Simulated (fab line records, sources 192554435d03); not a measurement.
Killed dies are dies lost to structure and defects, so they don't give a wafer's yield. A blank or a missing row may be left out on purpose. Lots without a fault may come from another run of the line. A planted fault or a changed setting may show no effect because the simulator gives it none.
Chamber matching | flow n5_finfet | N5_FIN_SAQP_ETCH_34 on rie_diel-04: 4 sister chambers
The step etches SiO2 in C4F6/O2, target depth 45 nm, time 15 s. 4 wafers are shown with their chamber, then 9 later ones without.

WAFERS WITH THEIR CHAMBER
wafer  | chamber | throttle_valve_pct (%)
L080.6 | 2       | 21.35
L089.1 | 3       | 20.79
L089.3 | 1       | 20.95
L089.6 | 0       | 21.50

WAFERS WITHOUT THEIR CHAMBER
wafer  | throttle_valve_pct (%)
L092.1 | 20.97
L092.2 | 20.79
L092.3 | 21.51
L093.1 | 20.95
L093.2 | 20.78
L093.4 | 20.96
L097.3 | 21.53
L097.4 | 21.06
L097.5 | 20.80

WHICH CHAMBER EACH WENT THROUGH
wafer  | from the rows above | in truth
L092.1 | 1                   | 1
L092.2 | 3                   | 3
L092.3 | 0                   | 0
L093.1 | 1                   | 1
L093.2 | 3                   | 3
L093.4 | 1                   | 1
L097.3 | 0                   | 0
L097.4 | 1                   | 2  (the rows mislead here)
L097.5 | 3                   | 3
Placed correctly: 8 of 9. Can't be placed from these rows: 0. Placed wrongly: 1.
How it was worked out, from the rows above alone: a wafer's distance from a chamber is the root of the sum, over the readings, of the square of ((its reading less the chamber's mean) divided by the reading's scatter). The wafer belongs to the nearest chamber; if the next one is less than 2 further off, it can't be placed. A chamber's mean is the mean of its shown wafers. The scatter: with one shown wafer a chamber, the root of the mean of the squares of how far each hidden wafer lies from its nearest shown one.
